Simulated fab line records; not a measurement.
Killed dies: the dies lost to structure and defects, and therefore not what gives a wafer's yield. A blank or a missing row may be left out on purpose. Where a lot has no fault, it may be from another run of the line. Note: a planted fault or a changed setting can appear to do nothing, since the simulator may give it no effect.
fab line records :: flow nand_harc
record:
  lots: 6
  wafers: 18
  last_day: 26
route steps=1159 shown A_BLC@989 A_M0@994
lots untouched by any fault: they come from a run of this same line in which no faults occurred
start_h: start of the lot's first displayed wafer, in hours after the record's first day :: wait_h: hours since the lot's step before :: " repeats the value in the row above :: L1.1+2: a row that stands for several wafers :: - no value, or no start given :: * or withheld: withheld :: < > ~ a bound
route shown NAME@n: NAME is a module with steps in the file, n the number in the route of the first one :: usual: the fault-free wafers' mean and standard deviation :: same: alike in all rows :: chamber/n: place in a boat :: sites: readings site by site :: _std_site: how widely they spread, as a standard deviation :: _edge_site: outer sites' mean less inner sites' :: radius_mm: for every site, how far away it sits from the centre of the wafer :: mask NAME#n: copy n :: behind: tool/chamber where the wafer was last shaped :: hold: why the lot was held/for how many hours/how that ended :: device: whichever transistor did not switch (one of n, p or np) :: end of line: tests run on the same wafers once the route is complete :: a step with no rows: only its recipe :: killed: count of dies lost to structure and defects at first sort (not the wafer's yield) :: map: a wafer's dies, x killed, . not, _ none there
set.NAME: setting as actually run; set.NAME@STEP: the setting as run at that earlier step :: model.NAME: the simulator's own value behind a step, which no gauge read
a table for each step, a row for each wafer; lots at some steps of the route
services: the hour from which a tool's chamber was out of use, counted from the record's first day as start_h (under 0 if before that day), plus the number of hours and why
== steps ==
step: NHARC_A_BLC_CVD_24
recipe:
  target_thk_a: 1500
  temp_c: 300
  pressure_torr: 40
  wf6_flow_sccm: 40
  h2_flow_sccm: 1600
  ar_flow_sccm: 1560
  time_s: 434
  material: W
usual:
  heater_power_w: 470/59
  throttle_valve_pct: 7.8/0.31
lot.wafer: L263.3
tool: cvd_w-02
chamber: 1
start_h: -
wait_h: -
heater_power_w: 454
throttle_valve_pct: 8.2

lot.wafer: L263.5
tool: cvd_w-02
chamber: 0
start_h: -
wait_h: -
heater_power_w: 417
throttle_valve_pct: 7.4

lot.wafer: L263.6
tool: cvd_w-02
chamber: 1
start_h: -
wait_h: -
heater_power_w: 447
throttle_valve_pct: 8.5

lot.wafer: L265.2
tool: cvd_w-01
chamber: 0
start_h: 444.06
wait_h: 0.3
heater_power_w: 490
throttle_valve_pct: 8.2

lot.wafer: L265.1
tool: cvd_w-01
chamber: 1
start_h: 444.06
wait_h: 0.3
heater_power_w: 561
throttle_valve_pct: 7.9

lot.wafer: L265.5
tool: cvd_w-01
chamber: 0
start_h: 444.06
wait_h: 0.3
heater_power_w: 489
throttle_valve_pct: 8.0

lot.wafer: L266.4
tool: cvd_w-02
chamber: 0
start_h: -
wait_h: -
heater_power_w: 398
throttle_valve_pct: 7.3

lot.wafer: L266.5
tool: cvd_w-02
chamber: 0
start_h: -
wait_h: -
heater_power_w: 395
throttle_valve_pct: 7.1

lot.wafer: L266.6
tool: cvd_w-02
chamber: 1
start_h: -
wait_h: -
heater_power_w: 444
throttle_valve_pct: 8.1

lot.wafer: L273.1
tool: cvd_w-02
chamber: 1
start_h: -
wait_h: -
heater_power_w: 445
throttle_valve_pct: 7.9

lot.wafer: L273.4
tool: cvd_w-02
chamber: 0
start_h: -
wait_h: -
heater_power_w: 411
throttle_valve_pct: 7.5

lot.wafer: L273.6
tool: cvd_w-02
chamber: 1
start_h: -
wait_h: -
heater_power_w: 441
throttle_valve_pct: 8.2

lot.wafer: L280.4
tool: cvd_w-02
chamber: 1
start_h: -
wait_h: -
heater_power_w: 451
throttle_valve_pct: 8.4

lot.wafer: L280.5
tool: cvd_w-02
chamber: 0
start_h: -
wait_h: -
heater_power_w: 417
throttle_valve_pct: 7.4

lot.wafer: L280.6
tool: cvd_w-02
chamber: 1
start_h: -
wait_h: -
heater_power_w: 465
throttle_valve_pct: 8.3

lot.wafer: L281.1
tool: cvd_w-02
chamber: 0
start_h: -
wait_h: -
heater_power_w: 408
throttle_valve_pct: 7.9

lot.wafer: L281.4
tool: cvd_w-02
chamber: 0
start_h: -
wait_h: -
heater_power_w: 400
throttle_valve_pct: 7.2

lot.wafer: L281.5
tool: cvd_w-02
chamber: 0
start_h: -
wait_h: -
heater_power_w: 401
throttle_valve_pct: 7.3
step: NHARC_A_BLC_CMP_25
recipe:
  t_overpolish_s: 30
  target_thk_nm: 150
usual:
  motor_current_A: 11.9/1.2
  overpolish_run_s: 30.001/0.0093
  time_to_endpoint_s: 31.5/2.3
lot.wafer: L263.3
tool: cmp-02
chamber: 1
start_h: 415.10
wait_h: 0.3
motor_current_A: 12.0
overpolish_run_s: 30.025
time_to_endpoint_s: 29.0

lot.wafer: L263.6
tool: cmp-02
chamber: 3
start_h: 415.10
wait_h: 0.3
motor_current_A: 12.6
overpolish_run_s: 30.000
time_to_endpoint_s: 31.6

lot.wafer: L263.5
tool: cmp-02
chamber: 0
start_h: 415.10
wait_h: 0.3
motor_current_A: 10.0
overpolish_run_s: 29.997
time_to_endpoint_s: 31.5

lot.wafer: L265.1
tool: cmp-03
chamber: 0
start_h: 444.58
wait_h: 0.4
motor_current_A: 11.1
overpolish_run_s: 30.007
time_to_endpoint_s: 29.1

lot.wafer: L265.2
tool: cmp-03
chamber: 1
start_h: 444.58
wait_h: 0.4
motor_current_A: 12.2
overpolish_run_s: 29.999
time_to_endpoint_s: 29.1

lot.wafer: L265.5
tool: cmp-03
chamber: 1
start_h: 444.58
wait_h: 0.4
motor_current_A: 11.7
overpolish_run_s: 29.999
time_to_endpoint_s: 29.3

lot.wafer: L266.4
tool: cmp-02
chamber: 1
start_h: 451.74
wait_h: 0.4
motor_current_A: 13.2
overpolish_run_s: 30.001
time_to_endpoint_s: 29.3

lot.wafer: L266.6
tool: cmp-02
chamber: 2
start_h: 451.74
wait_h: 0.4
motor_current_A: 11.1
overpolish_run_s: 30.010
time_to_endpoint_s: 28.5

lot.wafer: L266.5
tool: cmp-02
chamber: 3
start_h: 451.74
wait_h: 0.4
motor_current_A: 12.9
overpolish_run_s: 30.012
time_to_endpoint_s: 31.4

lot.wafer: L273.1
tool: cmp-02
chamber: 3
start_h: 490.03
wait_h: 0.5
motor_current_A: 13.7
overpolish_run_s: 29.995
time_to_endpoint_s: 28.4

lot.wafer: L273.4
tool: cmp-02
chamber: 0
start_h: 490.03
wait_h: 0.5
motor_current_A: 10.0
overpolish_run_s: 29.992
time_to_endpoint_s: 26.4

lot.wafer: L273.6
tool: cmp-02
chamber: 1
start_h: 490.03
wait_h: 0.5
motor_current_A: 13.1
overpolish_run_s: 29.998
time_to_endpoint_s: 30.2

lot.wafer: L280.4
tool: cmp-03
chamber: 1
start_h: 530.13
wait_h: 0.3
motor_current_A: 12.0
overpolish_run_s: 30.011
time_to_endpoint_s: 33.0

lot.wafer: L280.5
tool: cmp-03
chamber: 0
start_h: 530.13
wait_h: 0.3
motor_current_A: 10.3
overpolish_run_s: 29.994
time_to_endpoint_s: 33.5

lot.wafer: L280.6
tool: cmp-03
chamber: 1
start_h: 530.13
wait_h: 0.3
motor_current_A: 12.1
overpolish_run_s: 30.005
time_to_endpoint_s: 31.8

lot.wafer: L281.1
tool: cmp-02
chamber: 3
start_h: 535.76
wait_h: 0.4
motor_current_A: 12.9
overpolish_run_s: 30.001
time_to_endpoint_s: 32.7

lot.wafer: L281.4
tool: cmp-02
chamber: 0
start_h: 535.76
wait_h: 0.4
motor_current_A: 9.2
overpolish_run_s: 30.005
time_to_endpoint_s: 32.4

lot.wafer: L281.5
tool: cmp-02
chamber: 2
start_h: 535.76
wait_h: 0.4
motor_current_A: 11.3
overpolish_run_s: 30.009
time_to_endpoint_s: 32.3
step: NHARC_A_BLC_SRD_27
step: NHARC_A_M0_DEP_00
recipe:
  target_thk_a: 1500
  target_thk_nm: 150
  temp_c: withheld
  pressure_torr: 5
  flow_sccm: 200
  rf_w: 600
  material: SiOC
step: NHARC_A_M0_DEHYDRATE_01
recipe:
  temp_c: 150
  time_s: 120
step: NHARC_A_M0_HMDS_02
recipe:
  time_s: 30
step: NHARC_A_M0_COAT_33
recipe:
  temp_c: 200
  time_s: 65
step: NHARC_A_M0_COAT_03
recipe:
  spin_rpm: 1500
  resist_thk_nm: 90
step: NHARC_A_M0_SOFTBAKE_04
recipe:
  temp_c: 105
  time_s: 55
step: NHARC_A_M0_EBR_05
step: NHARC_A_M0_EXPOSE_06
recipe:
  na: 1.35
  target_cd_nm: 80
  dose_mj: 83.25
  mask_id: A_M0
usual:
  exposure_dose_mJ_cm2: 83.18/0.08
  focus_offset_nm: 0.0/0.54
lot.wafer: L263.3
tool: arfi_scanner-03
chamber: 0
start_h: 416.21
wait_h: -
mask: A_M0#0
exposure_dose_mJ_cm2: 83.06
focus_offset_nm: -1.3

lot.wafer: L263.5
tool: arfi_scanner-03
chamber: 0
start_h: 416.21
wait_h: -
mask: A_M0#0
exposure_dose_mJ_cm2: 83.08
focus_offset_nm: -0.2

lot.wafer: L263.6
tool: arfi_scanner-03
chamber: 0
start_h: 416.21
wait_h: -
mask: A_M0#0
exposure_dose_mJ_cm2: 83.02
focus_offset_nm: 0.3

lot.wafer: L265.1
tool: arfi_scanner-01
chamber: -
start_h: 445.75
wait_h: -
mask: A_M0#0
exposure_dose_mJ_cm2: -
focus_offset_nm: -

lot.wafer: L265.2
tool: arfi_scanner-01
chamber: -
start_h: 445.75
wait_h: -
mask: A_M0#0
exposure_dose_mJ_cm2: -
focus_offset_nm: -

lot.wafer: L265.5
tool: arfi_scanner-01
chamber: -
start_h: 445.75
wait_h: -
mask: A_M0#0
exposure_dose_mJ_cm2: -
focus_offset_nm: -

lot.wafer: L266.4
tool: arfi_scanner-01
chamber: -
start_h: 452.72
wait_h: -
mask: A_M0#0
exposure_dose_mJ_cm2: -
focus_offset_nm: -

lot.wafer: L266.5
tool: arfi_scanner-01
chamber: -
start_h: 452.72
wait_h: -
mask: A_M0#0
exposure_dose_mJ_cm2: -
focus_offset_nm: -

lot.wafer: L266.6
tool: arfi_scanner-01
chamber: -
start_h: 452.72
wait_h: -
mask: A_M0#0
exposure_dose_mJ_cm2: -
focus_offset_nm: -

lot.wafer: L273.1
tool: arfi_scanner-01
chamber: 0
start_h: 491.02
wait_h: -
mask: A_M0#0
exposure_dose_mJ_cm2: 83.22
focus_offset_nm: -1.8

lot.wafer: L273.4
tool: arfi_scanner-01
chamber: 0
start_h: 491.02
wait_h: -
mask: A_M0#0
exposure_dose_mJ_cm2: 83.26
focus_offset_nm: -1.1

lot.wafer: L273.6
tool: arfi_scanner-01
chamber: 0
start_h: 491.02
wait_h: -
mask: A_M0#0
exposure_dose_mJ_cm2: 83.17
focus_offset_nm: -0.7

lot.wafer: L280.4
tool: arfi_scanner-03
chamber: 0
start_h: 531.28
wait_h: -
mask: A_M0#0
exposure_dose_mJ_cm2: 83.30
focus_offset_nm: -0.1

lot.wafer: L280.5
tool: arfi_scanner-03
chamber: 0
start_h: 531.28
wait_h: -
mask: A_M0#0
exposure_dose_mJ_cm2: 83.09
focus_offset_nm: -0.1

lot.wafer: L280.6
tool: arfi_scanner-03
chamber: 0
start_h: 531.28
wait_h: -
mask: A_M0#0
exposure_dose_mJ_cm2: 83.27
focus_offset_nm: -0.3

lot.wafer: L281.1
tool: arfi_scanner-02
chamber: 0
start_h: 536.74
wait_h: -
mask: A_M0#0
exposure_dose_mJ_cm2: 83.18
focus_offset_nm: 0.7

lot.wafer: L281.4
tool: arfi_scanner-02
chamber: 0
start_h: 536.74
wait_h: -
mask: A_M0#0
exposure_dose_mJ_cm2: 83.12
focus_offset_nm: -0.6

lot.wafer: L281.5
tool: arfi_scanner-02
chamber: 0
start_h: 536.74
wait_h: -
mask: A_M0#0
exposure_dose_mJ_cm2: 83.04
focus_offset_nm: -0.2
step: NHARC_A_M0_PEB_07
recipe:
  peb_temp_c: 100
  peb_time_s: 65
== services ==
tool: cvd_w-02
chamber: 0
start_h: 391.46
hours: -
kind: clean

tool: cvd_w-02
chamber: 1
start_h: 391.46
hours: -
kind: clean

tool: cmp-03
chamber: -
start_h: 413.43
hours: 0.9
kind: repair

tool: cmp-03
chamber: -
start_h: 426.52
hours: 0.7
kind: repair

tool: arfi_scanner-02
chamber: -
start_h: 428.00
hours: 4.0
kind: pm

tool: cmp-02
chamber: -
start_h: 428.29
hours: 4.0
kind: pm

tool: arfi_scanner-01
chamber: 0
start_h: 430.69
hours: -
kind: calibration

tool: cmp-02
chamber: -
start_h: 432.29
hours: -
kind: consumable_replace:conditioner

tool: cmp-02
chamber: -
start_h: 432.29
hours: -
kind: consumable_replace:pad

tool: cmp-03
chamber: -
start_h: 440.84
hours: 1.4
kind: repair

tool: cmp-03
chamber: -
start_h: 449.74
hours: 1.9
kind: repair

tool: cmp-03
chamber: -
start_h: 453.44
hours: 6.5
kind: repair

tool: cvd_w-02
chamber: 1
start_h: 457.61
hours: -
kind: calibration

tool: cmp-03
chamber: -
start_h: 459.94
hours: 4.0
kind: pm

tool: cmp-03
chamber: -
start_h: 463.94
hours: -
kind: consumable_replace:conditioner

tool: cmp-03
chamber: -
start_h: 463.94
hours: -
kind: consumable_replace:pad

tool: cvd_w-01
chamber: -
start_h: 474.47
hours: 13.0
kind: pm

tool: cvd_w-01
chamber: 0
start_h: 474.47
hours: 13.0
kind: vent_cycle

tool: arfi_scanner-03
chamber: -
start_h: 477.31
hours: 2.8
kind: repair

tool: arfi_scanner-03
chamber: -
start_h: 484.00
hours: 4.0
kind: pm

tool: cmp-02
chamber: -
start_h: 526.29
hours: 4.0
kind: pm

tool: arfi_scanner-01
chamber: -
start_h: 528.02
hours: 53.1
kind: repair

tool: cmp-02
chamber: -
start_h: 530.29
hours: -
kind: consumable_replace:conditioner

tool: cmp-02
chamber: -
start_h: 530.29
hours: -
kind: consumable_replace:pad
== key ==
first_sign:
  step: NHARC_A_M0_EXPOSE_06
  reading: tool_record
  direction: missing
effect none on later readings
met_at NHARC_A_M0_EXPOSE_06
struck_wafers L265.1,L265.2,L265.5,L266.4,L266.5,L266.6
later_rows_left_out L265.1,L265.2,L265.5,L266.4,L266.5,L266.6
sort_left_out L265.1,L265.2,L265.5,L266.4,L266.5,L266.6
tester_left_out L265
earlier_fault:
  kind: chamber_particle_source
  tool: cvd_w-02
  chamber: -
  onset_h: 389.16
  steps: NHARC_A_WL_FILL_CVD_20
  rate_per_visit_cm2: 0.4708
earlier_fault:
  kind: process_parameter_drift
  tool: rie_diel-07
  chamber: 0
  onset_h: 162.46
  steps: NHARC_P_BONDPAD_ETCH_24
  channel: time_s
  offset: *
  shape: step
  acts_in: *
  stated: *
fault:
  kind: skipped_step_whole
  tool: arfi_scanner-01
  chamber: -
  onset_h: 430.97
  steps: NHARC_A_M0_EXPOSE_06
  scope: struck_lots_only
tester_left_out: of these lots the tester's yield and bins aren't shown, on N5 and GAA mostly nor the transistor test; their killed dies are dies lost to structure and defects alone, not to doping, threshold or leakage, so they don't give the yield
sort_left_out: the simulated sort isn't trusted on such a fault, so these wafers' sort isn't shown, and their yield isn't known
later_rows_left_out: the simulator's readings of these wafers behind a module that went badly wrong aren't trusted and aren't shown, but for the sort
